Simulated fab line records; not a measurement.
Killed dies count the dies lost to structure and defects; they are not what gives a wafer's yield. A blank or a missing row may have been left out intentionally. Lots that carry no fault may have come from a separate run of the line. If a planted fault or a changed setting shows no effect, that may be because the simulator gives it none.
Matching of chambers || flow nandHarc || NHARC_P_M2_ETCH_35 on rieDiel-03 has 4 sister chambers
The step etches the open film in N2/H2, target depth 40 nm, overetch 12 nm, time 43.94 s. 15 wafers are shown with their chamber, then 7 later ones without.

WAFERS WITH THEIR CHAMBER
{"wafer": "L461.1", "chamber": 2, "drypumpMotorCurrentA (A)": 6.0, "oesProductAu (a.u.)": 0.985, "rfVppV (V)": 430.7}
{"wafer": "L461.2", "chamber": 3, "drypumpMotorCurrentA (A)": 5.6, "oesProductAu (a.u.)": 0.999, "rfVppV (V)": 433.1}
{"wafer": "L461.4", "chamber": 1, "drypumpMotorCurrentA (A)": 5.3, "oesProductAu (a.u.)": 1.016, "rfVppV (V)": 431.4}
{"wafer": "L463.1", "chamber": 3, "drypumpMotorCurrentA (A)": 5.6, "oesProductAu (a.u.)": 0.992, "rfVppV (V)": 432.3}
{"wafer": "L463.3", "chamber": 2, "drypumpMotorCurrentA (A)": 6.1, "oesProductAu (a.u.)": 0.993, "rfVppV (V)": 431.8}
{"wafer": "L463.5", "chamber": 3, "drypumpMotorCurrentA (A)": 5.6, "oesProductAu (a.u.)": 0.999, "rfVppV (V)": 432.3}
{"wafer": "L470.5", "chamber": 2, "drypumpMotorCurrentA (A)": 6.1, "oesProductAu (a.u.)": 0.993, "rfVppV (V)": 432.1}
{"wafer": "L476.1", "chamber": 0, "drypumpMotorCurrentA (A)": 5.6, "oesProductAu (a.u.)": 1.009, "rfVppV (V)": 430.3}
{"wafer": "L476.2", "chamber": 2, "drypumpMotorCurrentA (A)": 6.0, "oesProductAu (a.u.)": 0.995, "rfVppV (V)": 432.0}
{"wafer": "L476.6", "chamber": 3, "drypumpMotorCurrentA (A)": 5.5, "oesProductAu (a.u.)": 0.985, "rfVppV (V)": 433.1}
{"wafer": "L478.1", "chamber": 1, "drypumpMotorCurrentA (A)": 5.2, "oesProductAu (a.u.)": 1.015, "rfVppV (V)": 430.2}
{"wafer": "L478.2", "chamber": 0, "drypumpMotorCurrentA (A)": 5.6, "oesProductAu (a.u.)": 1.002, "rfVppV (V)": 430.4}
{"wafer": "L478.6", "chamber": 1, "drypumpMotorCurrentA (A)": 5.3, "oesProductAu (a.u.)": 1.022, "rfVppV (V)": 431.1}
{"wafer": "L479.1", "chamber": 2, "drypumpMotorCurrentA (A)": 6.1, "oesProductAu (a.u.)": 0.986, "rfVppV (V)": 432.4}
{"wafer": "L479.2", "chamber": 1, "drypumpMotorCurrentA (A)": 5.3, "oesProductAu (a.u.)": 1.016, "rfVppV (V)": 432.3}

SIGNATURES, as means of the wafers listed above
{"reading": "drypumpMotorCurrentA", "chamber 0": 5.600, "chamber 1": 5.275, "chamber 2": 6.060, "chamber 3": 5.575, "scatter within a chamber": 0.0495}
{"reading": "oesProductAu", "chamber 0": 1.00550, "chamber 1": 1.01725, "chamber 2": 0.99040, "chamber 3": 0.99375, "scatter within a chamber": 0.00498}
{"reading": "rfVppV", "chamber 0": 430.350, "chamber 1": 431.250, "chamber 2": 431.800, "chamber 3": 432.700, "scatter within a chamber": 0.646}
Rule: for a wafer and a chamber, the distance is found by dividing, reading by reading, the gap between the wafer's reading and the chamber's mean by the reading's scatter, squaring, summing and taking the root. The wafer belongs to the nearest chamber; if the next one is less than 2 further off, it can't be placed. How the scatter is found: for the shown wafers, subtract from each reading the mean of its chamber, square and add these, divide the total by (wafers less chambers), then take the root.

WAFERS WITHOUT THEIR CHAMBER
{"wafer": "L479.6", "drypumpMotorCurrentA (A)": 5.6, "oesProductAu (a.u.)": 0.967, "rfVppV (V)": 433.0}
{"wafer": "L480.3", "drypumpMotorCurrentA (A)": 5.3, "oesProductAu (a.u.)": 1.019, "rfVppV (V)": 431.0}
{"wafer": "L480.5", "drypumpMotorCurrentA (A)": 5.6, "oesProductAu (a.u.)": 0.974, "rfVppV (V)": 433.4}
{"wafer": "L480.6", "drypumpMotorCurrentA (A)": 6.1, "oesProductAu (a.u.)": 0.998, "rfVppV (V)": 431.7}
{"wafer": "L482.3", "drypumpMotorCurrentA (A)": 5.3, "oesProductAu (a.u.)": 1.006, "rfVppV (V)": 431.1}
{"wafer": "L482.4", "drypumpMotorCurrentA (A)": 5.6, "oesProductAu (a.u.)": 1.005, "rfVppV (V)": 428.9}
{"wafer": "L482.6", "drypumpMotorCurrentA (A)": 5.3, "oesProductAu (a.u.)": 1.022, "rfVppV (V)": 430.6}

WHICH CHAMBER EACH WENT THROUGH
{"wafer": "L479.6", "from the rows above": 3, "in truth": 3}
{"wafer": "L480.3", "from the rows above": 1, "in truth": 1}
{"wafer": "L480.5", "from the rows above": 3, "in truth": 3}
{"wafer": "L480.6", "from the rows above": 2, "in truth": 2}
{"wafer": "L482.3", "from the rows above": 1, "in truth": 1}
{"wafer": "L482.4", "from the rows above": 0, "in truth": 0}
{"wafer": "L482.6", "from the rows above": 1, "in truth": 1}
7 of 7 placed correctly. Can't be placed from these rows: 0. Number placed wrongly: 0.
